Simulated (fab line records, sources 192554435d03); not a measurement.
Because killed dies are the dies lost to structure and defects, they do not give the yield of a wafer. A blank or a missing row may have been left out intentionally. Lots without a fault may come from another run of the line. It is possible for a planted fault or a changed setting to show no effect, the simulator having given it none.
Chamber matching | flow n5-finfet | N5_HKMG_FIN_PWFM_ALD_03 on ald-metal-02: 4 sister chambers
The step deposits TiN, target thk 2 nm, pulse time 1 s, purge time 3 s. 4 wafers are shown with their chamber, then 12 later ones without.

WAFERS, EACH WITH ITS CHAMBER
wafer  | chamber | heater-power-w (W)
L085.2 | 0       | 816
L092.1 | 3       | 891
L092.2 | 1       | 961
L092.3 | 2       | 877

WAFERS WITH NO CHAMBER GIVEN
wafer  | heater-power-w (W)
L094.1 | 869
L094.2 | 802
L094.3 | 925
L094.4 | 810
L094.5 | 976
L094.6 | 851
L097.2 | 831
L097.4 | 856
L097.5 | 809
L096.1 | 847
L096.2 | 839
L096.4 | 848

THE CHAMBER EACH PASSED THROUGH
wafer  | from the rows above          | in truth
L094.1 | can't be placed: 2 or 3      | 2
L094.2 | 0                            | 0
L094.3 | can't be placed: 3 or 1 or 2 | 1
L094.4 | 0                            | 0
L094.5 | 1                            | 1
L094.6 | can't be placed: 2 or 0 or 3 | 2
L097.2 | can't be placed: 0 or 2      | 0
L097.4 | can't be placed: 2 or 3 or 0 | 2
L097.5 | 0                            | 0
L096.1 | can't be placed: 2 or 0 or 3 | 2
L096.2 | can't be placed: 0 or 2 or 3 | 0
L096.4 | can't be placed: 2 or 0 or 3 | 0
Correctly placed: 4 of 12. Can't be placed from these rows: 8 (the true chamber is among the candidates in 8). Wrongly placed: 0.
How it was worked out, from the rows above alone: a wafer's distance from a chamber is the root of the sum, over the readings, of the square of ((its reading less the chamber's mean) divided by the reading's scatter). The wafer belongs to the nearest chamber; if the next one is less than 2 further off, it can't be placed. For every chamber, the mean is computed from those of its wafers that are shown. The scatter: root of mean squared gap, hidden wafer to nearest shown wafer, with one shown wafer a chamber.
